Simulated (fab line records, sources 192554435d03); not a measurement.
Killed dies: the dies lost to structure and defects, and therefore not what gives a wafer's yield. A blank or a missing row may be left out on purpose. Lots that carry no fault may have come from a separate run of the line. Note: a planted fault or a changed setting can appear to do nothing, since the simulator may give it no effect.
fab line records	flow n5_finfet	part 2 of 2: steps 5 to 6 of 6
[record] lots = 23	wafers = 69	last_day = 19
route steps=1938 shown BEOL_M4@1064 BEOL_M5@1115
lots that met no fault: taken from a fault-free run of the same line
start_h: the number of hours between the record's first day and the start of the first shown wafer of the lot	wait_h: time in hours since the lot's previous step	" unchanged from the row above	L1.1+2: a row that stands for several wafers	- no value present, or no start provided	* or withheld: withheld	< > ~ a bound
route shown NAME@n: NAME is a module with steps in the file, n the number in the route of the first one	usual: the fault-free wafers' mean and standard deviation	same: alike in all rows	chamber/n: place in a boat	sites: the reading at each site	_std_site: standard deviation of those values	_edge_site: mean of outer sites minus mean of inner sites	radius_mm: for every site, how far away it sits from the centre of the wafer	mask NAME#n: copy n	behind: the most recent tool/chamber to have shaped the wafer	hold: what put the lot on hold/how long, in hours/how the hold closed	device: names the non-switching transistor (n, p or np)	end of line: at the end of the route, the tests of the same wafers	for a step that has no rows: nothing shown but its recipe	killed: dies that structure and defects cost at the first sort, which is not the same as the wafer's yield	map: a wafer's dies, marking killed ones x, the rest . and places with no die _
set.NAME: the setting that was run; set.NAME@STEP: the one run at that earlier step	model.NAME: the simulator's own value behind a step, which no gauge read
one table for each step of the route and one row for each wafer, over a sample of lots
services: when a tool's chamber went out of use (start_h, in hours from the record's first day, below 0 if earlier), for how many hours, and the reason
[[steps]]
[step N5_BEOL_M5_DESCUM_16]
[recipe] chemistry = O2	time_s = 7	source_power_w = 50	bias_power_w = 20	pressure_mtorr = 20	rf_frequency_hz = 2.712e+07	temp_c = 40	resist = CAR-EUV	o2_flow_sccm = 225
[usual] drypump_motor_current_A = 5.5/0.39	oes_product_au = 0.79/0.11	rf_vpp_V = 242.8/1.4	showerhead_plenum_p_Torr = 2.09/0.081	throttle_valve_pct = 20.46/0.25
lot.wafer	tool	chamber	start_h	wait_h	drypump_motor_current_A	oes_product_au	rf_hours_counter_h	rf_vpp_V	showerhead_plenum_p_Torr	throttle_valve_pct
L074.1	rie_diel-06	0	194.96	0.0	4.9	0.88	32	241.9	2.06	20.27
L074.4	"	1	"	"	5.7	0.74	-	241.9	1.99	20.33
L074.6	"	0	"	"	4.9	0.88	-	242.2	2.06	20.26
L075.1	rie_diel-02	2	201.28	0.0	5.5	0.70	239	242.8	2.06	20.31
L075.2	"	0	"	"	5.5	0.98	7	244.4	2.13	20.22
L075.6	"	0	"	"	5.4	0.98	-	242.9	2.13	20.20
L078.2	rie_diel-06	3	243.98	0.0	5.4	0.72	187	242.0	2.02	20.95
L078.3	"	2	"	"	5.2	0.70	225	244.0	2.16	20.52
L078.6	"	2	"	"	5.2	0.70	-	244.7	2.16	20.52
L077.4	rie_diel-04	1	246.91	0.1	6.2	0.68	246	242.1	1.97	20.61
L077.5	"	1	"	"	6.3	0.68	-	242.6	1.97	20.60
L077.6	"	2	"	"	5.2	0.71	-	245.1	2.18	20.59
L079.1	rie_diel-04	2	266.29	0.1	5.2	0.71	184	242.9	2.18	20.59
L079.4	"	2	"	"	5.2	0.71	-	243.5	2.18	20.60
L079.6	"	3	"	"	5.7	0.66	-	242.4	2.05	20.63
L080.2	rie_diel-06	1	266.83	0.0	5.7	0.73	219	240.0	1.98	20.34
L080.4	"	3	"	"	5.3	0.72	192	241.5	2.01	20.96
L080.5	"	2	"	"	5.2	0.69	-	244.4	2.16	20.53
L081.1	rie_diel-06	0	272.90	0.0	4.9	0.84	49	241.3	2.06	20.32
L081.2	"	1	"	"	5.7	0.72	222	242.5	1.98	20.36
L081.6	"	3	"	"	5.4	0.71	-	242.3	2.01	20.97
L082.1	rie_diel-04	3	279.59	0.0	5.6	0.66	255	242.9	2.05	20.65
L082.3	"	0	"	"	5.8	0.89	42	241.5	2.06	20.32
L082.4	"	2	"	"	5.3	0.71	-	244.6	2.18	20.58
L083.2	rie_diel-06	2	285.06	0.2	5.2	0.69	236	244.2	2.16	20.52
L083.3	"	0	"	"	4.9	0.83	53	243.1	2.05	20.31
L083.6	"	3	"	"	5.3	0.71	-	240.9	2.01	20.97
L084.1	rie_diel-06	1	296.49	0.0	5.7	0.72	229	241.5	1.98	20.38
L084.3	"	3	"	"	5.4	0.72	201	241.1	2.01	20.98
L084.4	"	2	"	"	5.2	0.69	239	243.3	2.16	20.54
L087.1	rie_diel-04	1	299.89	0.0	6.3	0.96	4	244.7	2.23	20.22
L087.2	"	0	"	"	5.8	0.88	50	243.2	2.06	20.33
L087.5	"	1	"	"	6.3	0.96	-	243.6	2.23	20.22
L085.1	rie_diel-04	1	300.19	0.2	6.3	0.97	4	245.0	2.23	20.22
L085.4	"	0	"	"	5.8	0.87	-	242.1	2.06	20.32
L085.6	"	2	"	"	5.3	0.70	-	243.4	2.18	20.61
L086.2	rie_diel-04	2	303.06	0.1	5.2	0.71	199	243.8	2.18	20.60
L086.4	"	1	"	"	6.3	0.95	-	245.8	2.23	20.22
L086.5	"	2	"	"	5.2	0.70	-	244.8	2.18	20.61
L076.3	rie_diel-04	1	310.74	0.0	6.3	0.95	8	244.8	2.23	20.23
L076.4	"	2	"	"	5.2	0.70	-	245.4	2.18	20.61
L076.6	"	1	"	"	6.3	0.95	-	245.7	2.23	20.22
L090.2	rie_diel-06	3	317.99	0.0	5.4	0.71	209	242.7	2.01	20.99
L090.4	"	1	"	"	5.7	0.71	236	242.5	1.98	20.38
L090.6	"	3	"	"	5.4	0.71	-	240.8	2.01	20.99
L091.2	rie_diel-04	1	333.90	0.4	6.3	0.91	19	245.2	2.23	20.23
L091.5	"	2	"	"	5.3	0.69	-	244.5	2.17	20.61
L091.6	"	3	"	"	5.7	0.98	-	241.5	2.05	20.22
L088.2	rie_diel-06	3	337.65	1.2	5.4	0.71	218	241.9	2.00	21.02
L088.3	"	0	"	"	4.9	0.82	73	242.5	2.05	20.34
L088.6	"	0	"	"	4.9	0.81	-	241.7	2.05	20.34
L092.1	rie_diel-06	3	344.32	0.4	5.3	0.70	222	240.4	2.00	21.01
L092.2	"	1	"	"	5.7	0.70	250	240.3	1.97	20.41
L092.4	"	1	"	"	5.7	0.69	-	242.9	1.97	20.41
L093.2	rie_diel-02	0	344.51	0.4	5.4	0.92	23	242.3	2.13	20.23
L093.4	"	1	"	"	6.0	0.69	205	240.8	1.97	20.10
L093.6	"	3	"	"	5.7	0.69	-	241.9	2.06	20.76
L094.1	rie_diel-04	1	344.65	0.0	6.3	0.89	22	246.9	2.23	20.25
L094.3	"	2	"	"	5.2	0.69	214	243.8	2.17	20.64
L094.4	"	0	"	"	5.8	0.86	67	242.2	2.05	20.38
L095.2	rie_diel-02	0	344.85	0.0	5.4	0.92	23	243.9	2.12	20.23
L095.5	"	0	"	"	5.4	0.92	-	243.5	2.13	20.23
L095.6	"	1	"	"	6.1	0.70	-	241.7	1.97	20.10
L096.2	rie_diel-04	2	347.29	0.0	5.2	0.69	215	243.1	2.17	20.63
L096.5	"	1	"	"	6.3	0.90	-	244.5	2.23	20.24
L096.6	"	0	"	"	5.8	0.85	-	240.4	2.06	20.35
L097.1	rie_diel-06	2	353.83	0.2	5.2	0.99	2	244.7	2.15	20.21
L097.5	"	2	"	"	5.2	0.99	-	243.5	2.15	20.20
L097.6	"	0	"	"	4.9	0.80	-	242.7	2.04	20.35
[step N5_BEOL_M5_HM_OPEN_17]
[recipe] chemistry = Cl2/BCl3	target_depth_a = 200	overetch_a = 60	target = TiN	mask_material = SOC	ion_energy_ev = 150	pressure_mtorr = 10	icp_w = 1000	bias_w = 126	Cl2_flow_sccm = 53.25	bcl3_flow_sccm = 21.75	Ar_flow_sccm = 25
[usual] drypump_motor_current_A = 5.7/0.44	mfc_cl2_sccm = 53.27/0.15	oes_ar_750_au = 0.78/0.05	oes_product_au = 0.67/0.048	throttle_valve_pct = 22.1/0.31
lot.wafer	tool	chamber	start_h	wait_h	drypump_motor_current_A	mfc_cl2_sccm	oes_ar_750_au	oes_product_au	rf_hours_counter_h	throttle_valve_pct
L074.1	rie_metal-02	0	195.20	0.0	5.9	53.22	0.84	0.72	19	22.3
L074.4	"	1	"	"	5.0	53.03	0.82	0.72	-	21.7
L074.6	"	0	"	"	5.9	53.43	0.85	0.72	-	22.2
L075.1	rie_metal-01	1	201.53	0.0	6.0	53.29	0.76	0.65	41	22.6
L075.2	"	0	"	"	5.9	53.38	0.77	0.66	43	22.0
L075.6	"	1	"	"	6.0	53.60	0.76	0.64	-	22.6
L078.2	rie_metal-02	1	244.23	0.0	5.0	53.33	0.80	0.72	17	21.7
L078.3	"	0	"	"	5.9	53.34	0.83	0.72	-	22.3
L078.6	"	1	"	"	5.0	53.18	0.80	0.72	-	21.7
L077.4	rie_metal-03	1	247.18	0.1	6.0	53.17	0.62	0.53	-	22.2
L077.5	"	0	"	"	6.2	53.15	0.83	0.72	-	22.1
L077.6	"	1	"	"	6.0	53.14	0.63	0.54	-	22.2
L079.1	rie_metal-02	1	266.54	0.0	5.0	53.34	0.80	0.73	18	21.7
L079.4	"	1	"	"	5.0	53.27	0.80	0.72	-	21.7
L079.6	"	0	"	"	5.9	53.23	0.83	0.72	-	22.3
L080.2	rie_metal-01	0	267.08	0.0	5.9	53.31	0.75	0.65	48	22.0
L080.4	"	0	"	"	5.9	53.22	0.75	0.65	-	22.0
L080.5	"	0	"	"	5.9	53.34	0.75	0.65	-	22.0
L081.1	rie_metal-02	0	273.15	0.0	5.9	53.46	0.82	0.72	25	22.2
L081.2	"	1	"	"	5.0	53.10	0.80	0.73	19	21.7
L081.6	"	1	"	"	5.0	53.19	0.80	0.72	-	21.7
L082.1	rie_metal-03	0	279.84	0.0	6.2	53.17	0.82	0.71	31	22.1
L082.3	"	0	"	"	6.3	53.20	0.82	0.70	-	22.1
L082.4	"	0	"	"	6.2	53.15	0.83	0.70	-	22.1
L083.2	rie_metal-02	1	285.31	0.0	5.0	52.96	0.80	0.73	20	21.7
L083.3	"	1	"	"	5.0	53.05	0.79	0.71	-	21.8
L083.6	"	0	"	"	5.9	53.07	0.82	0.71	-	22.2
L084.1	rie_metal-02	0	296.79	0.1	5.9	53.46	0.81	0.69	28	22.3
L084.3	"	0	"	"	5.9	53.21	0.81	0.70	-	22.2
L084.4	"	1	"	"	5.0	53.18	0.79	0.71	-	21.7
L087.1	rie_metal-01	0	300.13	0.0	5.9	53.28	0.75	0.64	50	22.0
L087.2	"	1	"	"	6.1	53.16	0.74	0.63	48	22.6
L087.5	"	1	"	"	6.0	53.33	0.74	0.63	-	22.6
L085.1	rie_metal-02	0	300.44	0.0	5.9	53.38	0.80	0.68	28	22.3
L085.4	"	0	"	"	5.9	53.19	0.81	0.69	-	22.3
L085.6	"	1	"	"	5.0	53.18	0.79	0.70	-	21.8
L086.2	rie_metal-01	0	303.31	0.0	5.9	53.13	0.76	0.66	50	22.0
L086.4	"	1	"	"	6.0	53.32	0.75	0.63	-	22.6
L086.5	"	0	"	"	5.9	53.11	0.75	0.65	-	22.0
L076.3	rie_metal-03	0	311.02	0.1	6.3	53.50	0.82	0.69	-	22.2
L076.4	"	1	"	"	6.0	53.12	1.00	0.84	-	22.2
L076.6	"	0	"	"	6.3	53.32	0.82	0.69	-	22.1
L090.2	rie_metal-01	1	318.24	0.0	6.0	53.29	0.75	0.64	49	22.6
L090.4	"	0	"	"	5.9	53.22	0.75	0.64	-	22.0
L090.6	"	1	"	"	6.0	53.26	0.74	0.63	-	22.6
L091.2	rie_metal-01	0	334.20	0.1	5.9	53.51	0.74	0.64	52	22.1
L091.5	"	0	"	"	5.9	53.30	0.74	0.65	-	22.0
L091.6	"	1	"	"	6.0	53.45	0.74	0.63	-	22.6
L088.2	rie_metal-01	0	341.36	3.5	5.9	53.11	0.75	0.64	52	22.1
L088.3	"	1	"	"	6.1	53.31	0.74	0.62	-	22.7
L088.6	"	1	"	"	6.0	53.21	0.74	0.62	-	22.7
L092.1	rie_metal-02	1	344.58	0.0	5.0	53.44	0.78	0.70	25	21.7
L092.2	"	1	"	"	5.0	53.17	0.78	0.71	-	21.7
L092.4	"	1	"	"	5.1	53.22	0.78	0.70	-	21.7
L093.2	rie_metal-01	1	344.75	0.0	6.0	53.22	0.74	0.63	51	22.6
L093.4	"	0	"	"	5.9	53.45	0.74	0.64	-	22.0
L093.6	"	1	"	"	6.1	53.19	0.74	0.63	-	22.6
L094.1	rie_metal-02	1	344.89	0.0	4.9	53.39	0.78	0.71	25	21.7
L094.3	"	1	"	"	5.0	53.23	0.78	0.69	-	21.7
L094.4	"	1	"	"	5.0	53.25	0.78	0.71	-	21.7
L095.2	rie_metal-01	0	345.10	0.0	6.0	53.22	0.74	0.64	53	22.0
L095.5	"	1	"	"	6.1	53.25	0.74	0.63	-	22.6
L095.6	"	0	"	"	5.9	53.39	0.74	0.64	-	22.0
L096.2	rie_metal-01	1	347.55	0.0	6.0	53.39	0.74	0.62	51	22.6
L096.5	"	0	"	"	5.9	53.09	0.74	0.64	-	22.0
L096.6	"	1	"	"	6.0	53.23	0.73	0.62	-	22.6
L097.1	rie_metal-01	0	354.08	0.0	5.9	53.25	0.74	0.64	53	22.0
L097.5	"	0	"	"	5.9	53.06	0.74	0.64	-	22.1
L097.6	"	1	"	"	6.0	53.34	0.73	0.62	-	22.6
[[services]]
tool	chamber	start_h	hours	kind
rie_diel-04	3	167.41	8.7	repair
rie_diel-02	-	179.40	1.0	repair
rie_diel-06	2	189.08	10.0	repair
pvd_sputter-03	-	205.12	1.6	repair
rie_diel-06	2	226.76	7.4	repair
rie_diel-05	2	229.83	7.1	repair
rie_diel-04	3	236.60	5.9	repair
pvd_sputter-01	-	237.91	1.1	repair
rie_diel-02	-	257.06	72.1	repair
pecvd-01	1	274.17	12.3	repair
pecvd-01	-	275.27	0.9	repair
pecvd-03	-	286.12	14.6	pm
pecvd-04	2	287.69	4.1	repair
pecvd-04	-	289.55	6.0	pm
rie_diel-04	3	294.15	6.5	repair
rie_diel-03	-	322.81	14.6	pm
pecvd-04	2	331.11	30.4	repair
rie_diel-06	3	331.95	2.6	repair
rie_diel-04	-	336.59	4.8	repair
rie_diel-06	-	338.02	0.6	repair
rie_diel-01	1	341.15	22.0	repair
rie_metal-02	0	341.95	3.6	repair
rie_diel-06	0	347.58	3.7	repair
rie_diel-05	2	349.12	1.4	repair
